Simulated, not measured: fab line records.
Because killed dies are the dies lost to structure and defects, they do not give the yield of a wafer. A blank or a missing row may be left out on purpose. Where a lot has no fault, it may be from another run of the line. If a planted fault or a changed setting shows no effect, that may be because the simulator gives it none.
Chamber matching | flow n5_finfet | 3 sister chambers for N5_BEOL_M10_ILD_DEP_00 on pecvd-01
The step deposits SiCOH lowk from DEMS/porogen, target thk 308.51 nm, time 58 s. 3 wafers are shown with their chamber, then 9 later ones without.

== WAFERS, EACH WITH ITS CHAMBER ==
wafer  | chamber | throttle_valve_pct (%)
L085.6 | 1       | 15.3
L086.2 | 0       | 14.1
L086.4 | 2       | 13.0

== WAFERS WHOSE CHAMBER IS MISSING ==
wafer  | throttle_valve_pct (%)
L088.1 | 12.9
L088.2 | 14.0
L088.4 | 15.5
L093.1 | 14.0
L093.5 | 13.9
L093.6 | 12.6
L096.2 | 14.0
L096.3 | 12.8
L096.4 | 14.1

== THE CHAMBER EACH PASSED THROUGH ==
wafer  | from the rows above | in truth
L088.1 | 2                   | 2
L088.2 | 0                   | 0
L088.4 | 1                   | 1
L093.1 | 0                   | 0
L093.5 | 0                   | 0
L093.6 | 2                   | 2
L096.2 | 0                   | 0
L096.3 | 2                   | 2
L096.4 | 0                   | 0
Correctly placed: 9 of 9. Left unplaced by these rows: 0. Placed wrongly: 0.
How it was worked out, from the rows above alone: a wafer's distance from a chamber is the root of the sum, over the readings, of the square of ((its reading less the chamber's mean) divided by the reading's scatter). The wafer belongs to the nearest chamber; if the next one is less than 2 further off, it can't be placed. The mean given for a chamber averages the wafers shown for that chamber. The scatter: root of mean squared gap, hidden wafer to nearest shown wafer, with one shown wafer a chamber.
